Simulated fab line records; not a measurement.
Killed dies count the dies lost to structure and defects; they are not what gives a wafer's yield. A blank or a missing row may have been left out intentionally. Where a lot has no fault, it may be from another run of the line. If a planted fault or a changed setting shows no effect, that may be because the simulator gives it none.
Chamber matching || flow n5Finfet || cmp-04 running N5_ILD0_CMP_12: 4 sister chambers
The step polishes SiNx, stops on poly-Si, t overpolish 6 s, target thk 17.67 nm. 4 wafers are shown with their chamber, then 7 later ones without.

== WAFERS PAIRED WITH THEIR CHAMBERS ==
{"wafer": "L087.3", "chamber": 0, "motorCurrentA (A)": 8.8}
{"wafer": "L088.3", "chamber": 3, "motorCurrentA (A)": 9.1}
{"wafer": "L088.4", "chamber": 1, "motorCurrentA (A)": 8.6}
{"wafer": "L089.2", "chamber": 2, "motorCurrentA (A)": 10.1}

== WAFERS WHOSE CHAMBER IS MISSING ==
{"wafer": "L089.4", "motorCurrentA (A)": 9.2}
{"wafer": "L091.3", "motorCurrentA (A)": 9.5}
{"wafer": "L093.2", "motorCurrentA (A)": 9.0}
{"wafer": "L093.4", "motorCurrentA (A)": 8.2}
{"wafer": "L094.3", "motorCurrentA (A)": 9.6}
{"wafer": "L096.1", "motorCurrentA (A)": 9.7}
{"wafer": "L096.4", "motorCurrentA (A)": 9.8}

== WHICH CHAMBER EACH ONE RAN IN ==
{"wafer": "L089.4", "from the rows above": "can't be placed: 3 or 0 or 1", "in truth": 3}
{"wafer": "L091.3", "from the rows above": "can't be placed: 3 or 2 or 0 or 1", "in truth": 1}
{"wafer": "L093.2", "from the rows above": "can't be placed: 3 or 0 or 1", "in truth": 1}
{"wafer": "L093.4", "from the rows above": "can't be placed: 1 or 0 or 3", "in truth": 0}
{"wafer": "L094.3", "from the rows above": "can't be placed: 2 or 3 or 0 or 1", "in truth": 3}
{"wafer": "L096.1", "from the rows above": "can't be placed: 2 or 3 or 0", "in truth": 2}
{"wafer": "L096.4", "from the rows above": "can't be placed: 2 or 3", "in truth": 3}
Correctly placed: 0 of 7. Not placeable from these rows: 7 (in 7, the candidates include the true chamber). Placed wrongly: 0.
How it was worked out, from the rows above alone: a wafer's distance from a chamber is the root of the sum, over the readings, of the square of ((its reading less the chamber's mean) divided by the reading's scatter). If the next closest chamber is less than 2 further off than the closest, the wafer can't be placed; otherwise it belongs to the closest. For every chamber, the mean is computed from those of its wafers that are shown. The scatter (one wafer shown for each chamber): square how far every hidden wafer sits from the nearest shown wafer, average those squares and take the square root.
